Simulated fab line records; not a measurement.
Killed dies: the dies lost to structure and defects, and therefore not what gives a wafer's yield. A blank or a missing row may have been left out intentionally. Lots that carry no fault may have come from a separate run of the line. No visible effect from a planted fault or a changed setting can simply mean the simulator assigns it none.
fab line records | flow nand_harc
[record] lots = 13 | wafers = 39 | last_day = 24
route steps=1159 shown A_CONTACT@906 THIN_TSV@1119 END@1159
lots with no fault: from the same line, run without faults
start_h: start of the lot's first displayed wafer, in hours after the record's first day | wait_h: hours elapsed since this lot's preceding step | " as in the row above | L1.1+2: a row that stands for several wafers | - either no value or no given start | * or withheld: withheld | < > ~ a bound
route shown NAME@n: a module of which the file shows steps, and the number in the route of the first | usual: the fault-free wafers' mean and standard deviation | same: alike in all rows | chamber/n: place in a boat | sites: per-site readings | _std_site: how widely they spread, as a standard deviation | _edge_site: inner sites' mean taken away from outer sites' mean | radius_mm: for every site, how far away it sits from the centre of the wafer | mask NAME#n: copy n | behind: the most recent tool/chamber to have shaped the wafer | hold: why the lot went on hold/how many hours it stayed there/how the hold came to an end | device: the n, p or np transistor that did not switch | end of line: tests of these same wafers at the route's end | for a step that has no rows: nothing shown but its recipe | killed: dies lost to structure and defects at the first sort, not the wafer's yield | map: dies across one wafer; x = killed, . = not, _ = none there
set.NAME: the run value of the setting; set.NAME@STEP: its run value at that earlier step | model.NAME: the simulator's own value behind a step, which no gauge read
one table for each step of the route and one row for each wafer, over a sample of lots
services: when a tool's chamber went out of use (start_h, in hours from the record's first day, below 0 if earlier), for how many hours, and the reason
[[steps]]
[step NHARC_A_CONTACT_ETCH_126]
[recipe] source_w = withheld | pressure_mtorr = 20 | bias_v = 1200 | time_s = 155 | target_depth_a = 9560 | ar_flow_sccm = withheld | c4f8_flow_sccm = withheld | o2_flow_sccm = withheld | chemistry = C4F8/O2/Ar
[usual] chamber_pressure_mTorr = 19.999/0.019
lot.wafer | tool            | chamber | start_h | wait_h | chamber_pressure_mTorr | rf_hours_counter_h
L416.1    | har_cap_etch-03 | 0       | 383.48  | 0.1    | 20.017                 | 87
L416.3    | "               | 1       | "       | "      | 19.981                 | -
L416.6    | "               | 0       | "       | "      | 19.987                 | -
L415.2    | har_cap_etch-02 | 0       | 385.38  | 0.1    | 19.976                 | 12
L415.3    | "               | 1       | "       | "      | 20.000                 | -
L415.5    | "               | 0       | "       | "      | 19.980                 | -
L419.1    | har_cap_etch-02 | 1       | 389.63  | 0.1    | 20.012                 | 14
L419.4    | "               | 0       | "       | "      | 19.961                 | -
L419.5    | "               | 1       | "       | "      | 19.982                 | -
L420.4    | har_cap_etch-03 | 1       | 397.51  | 0.2    | 19.972                 | -
L420.5    | "               | 0       | "       | "      | 20.042                 | -
L420.6    | "               | 1       | "       | "      | 20.011                 | -
L417.2    | har_cap_etch-02 | 0       | 400.26  | 0.1    | 20.000                 | 17
L417.4    | "               | 1       | "       | "      | 19.981                 | -
L417.3    | "               | 0       | "       | "      | 19.985                 | -
L421.2    | har_cap_etch-01 | 1       | 406.75  | 0.1    | 20.033                 | 62
L421.4    | "               | 0       | "       | "      | 19.987                 | -
L421.5    | "               | 0       | "       | "      | 19.972                 | -
L422.2    | har_cap_etch-01 | 0       | 418.90  | 0.1    | 20.017                 | 63
L422.5    | "               | 1       | "       | "      | 20.000                 | -
L422.6    | "               | 0       | "       | "      | 20.001                 | -
L425.1    | har_cap_etch-02 | 1       | 431.41  | 0.1    | 19.985                 | 20
L425.6    | "               | 1       | "       | "      | 19.970                 | -
L425.5    | "               | 0       | "       | "      | 20.029                 | -
L424.1    | har_cap_etch-02 | 0       | 438.51  | 0.1    | 19.987                 | 22
L424.3    | "               | 0       | "       | "      | 19.980                 | -
L424.5    | "               | 1       | "       | "      | 19.984                 | -
L426.1    | har_cap_etch-03 | 1       | 451.45  | 0.1    | 19.995                 | 99
L426.3    | "               | 1       | "       | "      | 20.000                 | -
L426.5    | "               | 1       | "       | "      | 20.005                 | -
L427.1    | har_cap_etch-02 | 1       | 454.69  | 0.1    | 20.012                 | 26
L427.5    | "               | 0       | "       | "      | 20.001                 | -
L427.6    | "               | 1       | "       | "      | 20.000                 | -
L431.1    | har_cap_etch-02 | 0       | 466.17  | 0.1    | 19.978                 | 29
L431.3    | "               | 1       | "       | "      | 19.995                 | -
L431.5    | "               | 0       | "       | "      | 20.005                 | -
L436.4    | har_cap_etch-03 | 0       | 501.48  | 0.1    | 20.015                 | -
L436.5    | "               | 1       | "       | "      | 20.005                 | -
L436.6    | "               | 0       | "       | "      | 19.957                 | -
[step NHARC_THIN_TSV_ETCH_44]
[recipe] target_depth_a = 15942 | time_s = 797.1 | cf4_flow_sccm = 150 | o2_flow_sccm = 10 | ar_flow_sccm = 0 | rf_w = 300 | bias_w = 800 | chemistry = CF4/O2
[usual] chamber_pressure_mTorr = 30.00/0.03 | drypump_motor_current_A = 5.7/0.31 | oes_product_au = 0.997/0.013 | rf_vpp_V = 795/4 | showerhead_plenum_p_Torr = 1.84/0.064 | throttle_valve_pct = 16.915/0.0089
lot.wafer | tool        | chamber | start_h | wait_h | chamber_pressure_mTorr | drypump_motor_current_A | oes_product_au | rf_hours_counter_h | rf_vpp_V | showerhead_plenum_p_Torr | throttle_valve_pct
L416.3    | rie_diel-06 | 1       | 427.88  | 0.1    | 30.01                  | 6.0                     | 0.985          | 0                  | 790      | 1.76                     | 16.897
L416.1    | "           | 0       | "       | "      | 30.01                  | 6.1                     | 1.009          | 0                  | 799      | 1.92                     | 16.914
L416.6    | "           | 2       | "       | "      | 30.02                  | 5.4                     | 0.993          | -                  | 803      | 1.96                     | 16.925
L415.3    | rie_diel-03 | 1       | 429.11  | 0.1    | 29.95                  | 4.9                     | 1.016          | 4                  | 792      | 1.82                     | 16.913
L415.2    | "           | 0       | "       | "      | 29.93                  | 5.8                     | 1.011          | 4                  | 798      | 1.89                     | 16.903
L415.5    | "           | 2       | "       | "      | 30.00                  | 5.6                     | 0.969          | -                  | 796      | 1.88                     | 16.905
L419.1    | rie_diel-04 | 2       | 430.34  | 0.2    | 29.99                  | 6.0                     | 0.990          | 7                  | 792      | 1.78                     | 16.911
L419.4    | "           | 3       | "       | "      | 29.97                  | 6.0                     | 1.009          | 9                  | 797      | 1.89                     | 16.915
L419.5    | "           | 1       | "       | "      | 29.99                  | 5.7                     | 0.981          | -                  | 792      | 1.77                     | 16.903
L420.4    | rie_diel-03 | 1       | 440.50  | 0.2    | 29.98                  | 4.9                     | 1.009          | 5                  | 794      | 1.82                     | 16.914
L420.5    | "           | 2       | "       | "      | 29.99                  | 5.6                     | 0.977          | -                  | 797      | 1.88                     | 16.906
L420.6    | "           | 3       | "       | "      | 30.00                  | 5.6                     | 1.006          | -                  | 791      | 1.80                     | 16.903
L417.4    | rie_diel-03 | 1       | 441.40  | 0.1    | 30.01                  | 5.0                     | 1.002          | 5                  | 792      | 1.81                     | 16.933
L417.2    | "           | 2       | "       | "      | 29.96                  | 5.6                     | 0.964          | 5                  | 796      | 1.88                     | 16.920
L417.3    | "           | 0       | "       | "      | 29.99                  | 5.8                     | 1.011          | 5                  | 799      | 1.89                     | 16.918
L421.4    | rie_diel-06 | 3       | 448.44  | 0.1    | 30.00                  | 5.8                     | 1.003          | 2                  | 792      | 1.79                     | 16.910
L421.2    | "           | 2       | "       | "      | 29.94                  | 5.5                     | 0.990          | 2                  | 803      | 1.96                     | 16.922
L421.5    | "           | 0       | "       | "      | 29.98                  | 6.2                     | 1.017          | -                  | 800      | 1.92                     | 16.923
L422.2    | rie_diel-03 | 3       | 467.06  | 0.2    | 29.99                  | 5.6                     | 0.996          | 9                  | 794      | 1.80                     | 16.912
L422.6    | "           | 0       | "       | "      | 30.00                  | 5.8                     | 1.002          | -                  | 799      | 1.89                     | 16.912
L422.5    | "           | 1       | "       | "      | 29.97                  | 4.9                     | 1.000          | -                  | 793      | 1.81                     | 16.907
L425.1    | rie_diel-03 | 1       | 471.17  | 0.1    | 29.99                  | 5.0                     | 1.011          | 9                  | 792      | 1.81                     | 16.905
L425.6    | "           | 1       | "       | "      | 30.02                  | 5.0                     | 1.010          | -                  | 793      | 1.81                     | 16.910
L425.5    | "           | 2       | "       | "      | 29.95                  | 5.6                     | 0.979          | -                  | 797      | 1.88                     | 16.914
L424.3    | rie_diel-04 | 3       | 485.85  | 0.1    | 30.01                  | 6.0                     | 0.999          | 1                  | 797      | 1.89                     | 16.925
L424.1    | "           | 0       | "       | "      | 29.98                  | 5.7                     | 0.989          | 1                  | 799      | 1.89                     | 16.922
L424.5    | "           | 3       | "       | "      | 30.05                  | 5.9                     | 1.004          | -                  | 798      | 1.89                     | 16.908
L426.1    | rie_diel-06 | 2       | 492.47  | 0.1    | 30.05                  | 5.5                     | 1.001          | 4                  | 801      | 1.96                     | 16.913
L426.3    | "           | 3       | "       | "      | 30.02                  | 5.8                     | 0.992          | 5                  | 793      | 1.79                     | 16.902
L426.5    | "           | 2       | "       | "      | 30.00                  | 5.5                     | 0.999          | -                  | 802      | 1.96                     | 16.924
L427.1    | rie_diel-06 | 1       | 493.79  | 0.2    | 30.03                  | 6.1                     | 0.986          | 6                  | 790      | 1.76                     | 16.913
L427.6    | "           | 2       | "       | "      | 30.01                  | 5.5                     | 0.995          | -                  | 801      | 1.96                     | 16.914
L427.5    | "           | 3       | "       | "      | 30.03                  | 5.8                     | 1.007          | -                  | 792      | 1.79                     | 16.898
L431.1    | rie_diel-04 | 0       | 523.29  | 0.1    | 30.01                  | 5.7                     | 0.985          | 3                  | 798      | 1.89                     | 16.905
L431.3    | "           | 2       | "       | "      | 30.01                  | 6.0                     | 1.006          | 4                  | 791      | 1.78                     | 16.906
L431.5    | "           | 1       | "       | "      | 29.98                  | 5.7                     | 0.993          | -                  | 791      | 1.77                     | 16.912
L436.4    | rie_diel-04 | 3       | 545.87  | 0.2    | 30.00                  | 6.0                     | 1.012          | 4                  | 798      | 1.89                     | 16.921
L436.6    | "           | 0       | "       | "      | 30.01                  | 5.8                     | 0.983          | -                  | 798      | 1.89                     | 16.927
L436.5    | "           | 1       | "       | "      | 30.02                  | 5.7                     | 0.996          | -                  | 790      | 1.77                     | 16.916
[step NHARC_THIN_TSV_DEP_47]
[recipe] target_thk_a = 2000 | temp_c = withheld | pressure_torr = 6.5 | rf_w = 900 | teos_flow_sccm = 161.4 | flow_sccm = 2650 | target_thk_nm = 200 | gas = O2 | material = SiO2
[usual] throttle_valve_pct = 15.7/0.6
lot.wafer | tool     | chamber | start_h | wait_h | throttle_valve_pct
L416.3    | pecvd-02 | 2       | 429.48  | -      | 16.0
L416.1    | "        | 1       | "       | "      | 16.1
L416.6    | "        | 2       | "       | "      | 15.7
L415.2    | pecvd-01 | 1       | 431.00  | -      | 16.3
L415.3    | "        | 0       | "       | "      | 14.7
L415.5    | "        | 1       | "       | "      | 16.1
L419.1    | pecvd-02 | 1       | 431.88  | -      | 15.8
L419.5    | "        | 0       | "       | "      | 16.3
L419.4    | "        | 2       | "       | "      | 15.9
L420.4    | pecvd-02 | 1       | 442.06  | -      | 16.3
L420.6    | "        | 2       | "       | "      | 16.3
L420.5    | "        | 0       | "       | "      | 16.2
L417.3    | pecvd-01 | 0       | 442.98  | -      | 15.1
L417.2    | "        | 2       | "       | "      | 14.9
L417.4    | "        | 2       | "       | "      | 14.9
L421.2    | pecvd-02 | 1       | 450.07  | -      | 16.0
L421.4    | "        | 1       | "       | "      | 16.2
L421.5    | "        | 2       | "       | "      | 15.8
L422.2    | pecvd-03 | 0       | 468.54  | -      | 16.1
L422.6    | "        | 2       | "       | "      | 15.6
L422.5    | "        | 0       | "       | "      | 16.4
L425.1    | pecvd-02 | 2       | 472.83  | -      | 15.8
L425.5    | "        | 2       | "       | "      | 15.8
L425.6    | "        | 0       | "       | "      | 16.5
L424.3    | pecvd-02 | 1       | 487.50  | -      | 16.2
L424.1    | "        | 2       | "       | "      | 15.8
L424.5    | "        | 1       | "       | "      | 15.9
L426.1    | pecvd-02 | 0       | 494.01  | -      | 16.6
L426.3    | "        | 2       | "       | "      | 16.1
L426.5    | "        | 0       | "       | "      | 16.4
L427.1    | pecvd-01 | 2       | 495.27  | -      | 14.8
L427.6    | "        | 1       | "       | "      | 16.4
L427.5    | "        | 0       | "       | "      | 15.0
L431.1    | pecvd-03 | 0       | 524.98  | -      | 16.0
L431.3    | "        | 1       | "       | "      | 15.0
L431.5    | "        | 2       | "       | "      | 15.3
L436.4    | pecvd-02 | 1       | 547.43  | -      | 15.6
L436.5    | "        | 2       | "       | "      | 15.7
L436.6    | "        | 0       | "       | "      | 16.1
[step NHARC_THIN_TSV_STRIP_56]
[recipe] power_w = 1500 | temp_c = 250 | chemistry = O2
[usual] drypump_motor_current_A = 5.63/0.26 | heater_power_w = 320/15
lot.wafer | tool            | chamber | start_h | wait_h | drypump_motor_current_A | heater_power_w | rf_hours_counter_h
L416.1    | plasma_asher-02 | 0       | 434.36  | 0.1    | 5.71                    | 303            | 21
L416.3    | "               | 1       | "       | "      | 6.15                    | 317            | -
L416.6    | "               | 1       | "       | "      | 6.13                    | 320            | -
L415.2    | plasma_asher-01 | 1       | 435.99  | 0.1    | 5.45                    | 309            | 53
L415.3    | "               | 0       | "       | "      | 5.41                    | 345            | -
L415.5    | "               | 1       | "       | "      | 5.50                    | 306            | -
L419.1    | plasma_asher-01 | 1       | 436.44  | 0.1    | 5.51                    | 306            | 53
L419.4    | "               | 1       | "       | "      | 5.51                    | 290            | -
L419.5    | "               | 1       | "       | "      | 5.48                    | 306            | -
L420.4    | plasma_asher-01 | 1       | 446.72  | 0.2    | 5.49                    | 301            | -
L420.5    | "               | 0       | "       | "      | 5.44                    | 341            | -
L420.6    | "               | 1       | "       | "      | 5.49                    | 309            | -
L417.2    | plasma_asher-01 | 1       | 447.68  | 0.1    | 5.46                    | 303            | 57
L417.3    | "               | 0       | "       | "      | 5.43                    | 343            | -
L417.4    | "               | 1       | "       | "      | 5.46                    | 306            | -
L421.2    | plasma_asher-02 | 1       | 454.86  | 0.1    | 6.12                    | 324            | 28
L421.4    | "               | 0       | "       | "      | 5.71                    | 307            | -
L421.5    | "               | 1       | "       | "      | 6.13                    | 325            | -
L422.2    | plasma_asher-02 | 1       | 473.23  | 0.1    | 6.12                    | 329            | 37
L422.5    | "               | 1       | "       | "      | 6.12                    | 316            | -
L422.6    | "               | 0       | "       | "      | 5.71                    | 304            | -
L425.1    | plasma_asher-01 | 1       | 477.55  | 0.1    | 5.50                    | 308            | 3
L425.6    | "               | 0       | "       | "      | 5.41                    | 344            | -
L425.5    | "               | 1       | "       | "      | 5.50                    | 309            | -
L424.1    | plasma_asher-02 | 0       | 492.21  | 0.1    | 5.71                    | 300            | 41
L424.3    | "               | 0       | "       | "      | 5.69                    | 310            | -
L424.5    | "               | 1       | "       | "      | 6.10                    | 322            | -
L426.1    | plasma_asher-01 | 0       | 498.67  | 0.1    | 5.43                    | 323            | 12
L426.3    | "               | 0       | "       | "      | 5.44                    | 325            | -
L426.5    | "               | 0       | "       | "      | 5.43                    | 344            | -
L427.1    | plasma_asher-01 | 0       | 499.85  | 0.1    | 5.43                    | 330            | 12
L427.5    | "               | 0       | "       | "      | 5.40                    | 339            | -
L427.6    | "               | 1       | "       | "      | 5.50                    | 306            | -
L431.1    | plasma_asher-01 | 0       | 529.66  | 0.1    | 5.42                    | 340            | 22
L431.3    | "               | 0       | "       | "      | 5.45                    | 340            | -
L431.5    | "               | 1       | "       | "      | 5.47                    | 305            | -
L436.4    | plasma_asher-02 | 0       | 552.26  | 0.2    | 5.72                    | 315            | -
L436.6    | "               | 1       | "       | "      | 6.13                    | 327            | -
L436.5    | "               | 0       | "       | "      | 5.74                    | 312            | -
[step NHARC_END_SORT_01]
[recipe] temp_c = 25
[usual] killed_at_array = 29/10 | killed_at_other = 0.7/1 | killed_at_periphery = 3.7/2.6 | killed_dies = 33/10 | killed_open = 3.4/1.8 | killed_short = 1.8/1.3
[same] gross_dies = 677
lot.wafer | tool      | chamber | start_h | wait_h | killed_at_array | killed_at_other | killed_at_periphery | killed_dies | killed_open | killed_short
L421.2    | prober-01 | 0       | 472.19  | 2.8    | 25              | 0               | 3                   | 28          | 3           | 2
L421.4    | prober-01 | 0       | 473.80  | 3.4    | 24              | 0               | 5                   | 29          | 2           | 1
L421.5    | prober-01 | 0       | 474.61  | 3.7    | 18              | 0               | 3                   | 21          | 2           | 4
L426.1    | prober-02 | 0       | 507.95  | 2.5    | 28              | 3               | 2                   | 33          | 3           | 2
L426.3    | prober-02 | 0       | 509.55  | 3.1    | 34              | 2               | 5                   | 41          | 6           | 1
L426.5    | prober-02 | 0       | 511.14  | 3.7    | 30              | 0               | 2                   | 32          | 5           | 5
L427.1    | prober-01 | 0       | 514.38  | 2.5    | 86              | 0               | 2                   | 88          | 4           | 3
L427.5    | prober-01 | 0       | 517.61  | 3.7    | 140             | 0               | 3                   | 143         | 2           | 0
L427.6    | prober-01 | 0       | 518.41  | 4.0    | 71              | 0               | 4                   | 75          | 3           | 1
L431.1    | prober-01 | 0       | 535.88  | 2.5    | 110             | 0               | 2                   | 112         | 2           | 2
L431.3    | prober-01 | 0       | 537.48  | 3.1    | 73              | 0               | 4                   | 77          | 6           | 5
L431.5    | prober-01 | 0       | 539.09  | 3.7    | 118             | 0               | 2                   | 120         | 2           | 2
// killed by level:class
L421.2 A_SLIT:chamber_film_flake=12 A_STAIRCASE:chamber_film_flake=4 A_CHANNEL_HOLE_D1:chamber_film_flake=3 A_CONTACT:chamber_film_flake=2 P_STI:geometric_particle:short=1 A_ONON_D1:geometric_particle:short=1 A_CHANNEL_HOLE_D1:geometric_particle:open=1 A_WL_FILL:geometric_particle:open=1
L421.4 A_SLIT:chamber_film_flake=13 P_STI:chamber_film_flake=3 A_CHANNEL_HOLE_D1:chamber_film_flake=3 A_STAIRCASE:chamber_film_flake=3 A_CONTACT:chamber_film_flake=2 P_GATE:geometric_particle:open=1 A_CHANNEL_HOLE_D1:geometric_particle:open=1 A_WL_FILL:geometric_particle:short=1
L421.5 A_SLIT:chamber_film_flake=8 A_CHANNEL_HOLE_D1:chamber_film_flake=4 A_CHANNEL_FILL_D1:geometric_particle:short=2 P_GATE:geometric_particle:short=1 A_SOURCE_PLATE:geometric_particle:open=1 A_ONON_D1:geometric_particle:short=1 A_CHANNEL_FILL_D1:geometric_particle:open=1 P_STI:chamber_film_flake=1
L426.1 A_SLIT:chamber_film_flake=12 A_CHANNEL_HOLE_D1:chamber_film_flake=6 A_CONTACT:chamber_film_flake=4 A_WL_FILL:geometric_particle:short=2 P_M2:chamber_film_flake=2 THIN_TSV:chamber_film_flake=2 A_SGD_CUT:geometric_particle:open=1 A_WL_FILL:geometric_particle:open=1
L426.3 A_SLIT:chamber_film_flake=14 A_CHANNEL_HOLE_D1:chamber_film_flake=7 A_CONTACT:geometric_particle:open=3 A_STAIRCASE:chamber_film_flake=3 A_CONTACT:chamber_film_flake=3 P_M2:chamber_film_flake=2 A_WL_FILL:chamber_film_flake=2 THIN_TSV:chamber_film_flake=2
L426.5 A_SLIT:chamber_film_flake=14 A_CHANNEL_HOLE_D1:chamber_film_flake=3 A_STAIRCASE:chamber_film_flake=3 P_CONTACT:geometric_particle:short=1 P_M1:geometric_particle:short=1 A_SOURCE_PLATE:geometric_particle:open=1 A_ONON_D1:geometric_particle:short=1 A_CHANNEL_HOLE_D1:geometric_particle:open=1
L427.1 A_CONTACT:unspecified=46 A_CHANNEL_HOLE_D1:chamber_film_flake=25 A_STAIRCASE:chamber_film_flake=6 A_ONON_D1:geometric_particle:short=2 A_M0:geometric_particle:open=2 A_CONTACT:chamber_film_flake=2 P_CONTACT:geometric_particle:open=1 A_CHANNEL_HOLE_D1:geometric_particle:short=1
L427.5 A_CONTACT:unspecified=102 A_CHANNEL_HOLE_D1:chamber_film_flake=18 A_STAIRCASE:chamber_film_flake=8 A_CONTACT:chamber_film_flake=7 A_BLC:chamber_film_flake=2 P_M0:geometric_particle:open=1 A_M0:geometric_particle:open=1 P_ZERO_WELL:chamber_film_flake=1
L427.6 A_CONTACT:unspecified=41 A_STAIRCASE:chamber_film_flake=11 A_CHANNEL_HOLE_D1:chamber_film_flake=9 P_ZERO_WELL:chamber_film_flake=3 A_CONTACT:chamber_film_flake=3 A_CHANNEL_FILL_D1:geometric_particle:open=1 A_SLIT:geometric_particle:open=1 A_M0:geometric_particle:open=1
L431.1 A_CONTACT:unspecified=100 A_CHANNEL_HOLE_D1:chamber_film_flake=3 A_CONTACT:chamber_film_flake=3 P_CONTACT:geometric_particle:open=1 A_SGD_CUT:geometric_particle:short=1 A_WL_FILL:geometric_particle:short=1 A_CONTACT:geometric_particle:open=1 P_ZERO_WELL:chamber_film_flake=1
L431.3 A_CONTACT:unspecified=46 A_CHANNEL_HOLE_D1:chamber_film_flake=11 A_STAIRCASE:chamber_film_flake=3 A_CONTACT:chamber_film_flake=3 A_WL_FILL:geometric_particle:short=2 A_M0:geometric_particle:short=2 A_M1:geometric_particle:open=2 P_STI:chamber_film_flake=2
L431.5 A_CONTACT:unspecified=98 A_CHANNEL_HOLE_D1:chamber_film_flake=9 A_CONTACT:chamber_film_flake=5 A_CONTACT:geometric_particle:open=2 P_STI:chamber_film_flake=2 A_STAIRCASE:chamber_film_flake=2 A_ONON_D1:geometric_particle:short=1 A_WL_FILL:geometric_particle:short=1
[[services]]
tool            | chamber | start_h | hours | kind
plasma_asher-02 | -       | 360.08  | 9.0   | pm
rie_diel-04     | 2       | 384.16  | 13.6  | repair
rie_diel-03     | 0       | 387.72  | 3.5   | repair
rie_diel-03     | -       | 392.44  | 9.0   | pm
rie_diel-04     | 2       | 407.51  | 9.3   | repair
pecvd-01        | 1       | 411.68  | 3.7   | repair
rie_diel-06     | -       | 418.39  | 9.0   | pm
plasma_asher-02 | -       | 424.09  | 2.2   | repair
rie_diel-04     | 3       | 443.74  | 6.8   | repair
plasma_asher-01 | -       | 453.00  | 9.0   | pm
rie_diel-04     | -       | 465.92  | 9.0   | pm
plasma_asher-01 | -       | 469.89  | 1.8   | repair
plasma_asher-02 | -       | 482.84  | 0.8   | repair
pecvd-02        | -       | 495.63  | 0.5   | repair
rie_diel-06     | 2       | 505.68  | 22.6  | repair
pecvd-02        | -       | 515.21  | 13.0  | pm
rie_diel-04     | 1       | 528.31  | 2.9   | repair
rie_diel-04     | 3       | 530.29  | 13.1  | repair
plasma_asher-02 | -       | 537.13  | 9.0   | pm
rie_diel-06     | 2       | 543.80  | 7.0   | repair
pecvd-02        | -       | 543.92  | 0.6   | repair
har_cap_etch-03 | -       | 545.00  | 17.0  | pm
plasma_asher-02 | -       | 547.03  | 0.5   | repair
pecvd-02        | 0       | 549.61  | 15.6  | repair
[[key]]
[first_sign] step = NHARC_END_SORT_01 | reading = killed_at_array | direction = up | sigmas = 7.1 | usual = 29 | struck = 100
[effect] step = NHARC_END_SORT_01 | reading = killed_dies | direction = up | sigmas = 6.8 | usual = 33 | struck = 102
[more_kills_born_at] NHARC_A_CONTACT_ETCH_126@har_cap_etch-02 = 433
met_at NHARC_A_CONTACT_ETCH_126
struck_lots L427,L431
tester_left_out L427,L431
not_acting_at NHARC_THIN_TSV_ETCH_44,NHARC_THIN_TSV_DEP_47,NHARC_THIN_TSV_STRIP_56
onset_between 438.51 454.69
[fault] kind = chamber_particle_source | tool = har_cap_etch-02 | chamber = - | onset_h = 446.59 | steps = NHARC_A_CONTACT_ETCH_126 | rate_per_visit_cm2 = 1.5361 | end_h = 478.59
// tester_left_out: of these lots the tester's yield and bins aren't shown, on N5 and GAA mostly nor the transistor test; their killed dies are dies lost to structure and defects alone, not to doping, threshold or leakage, so they don't give the yield
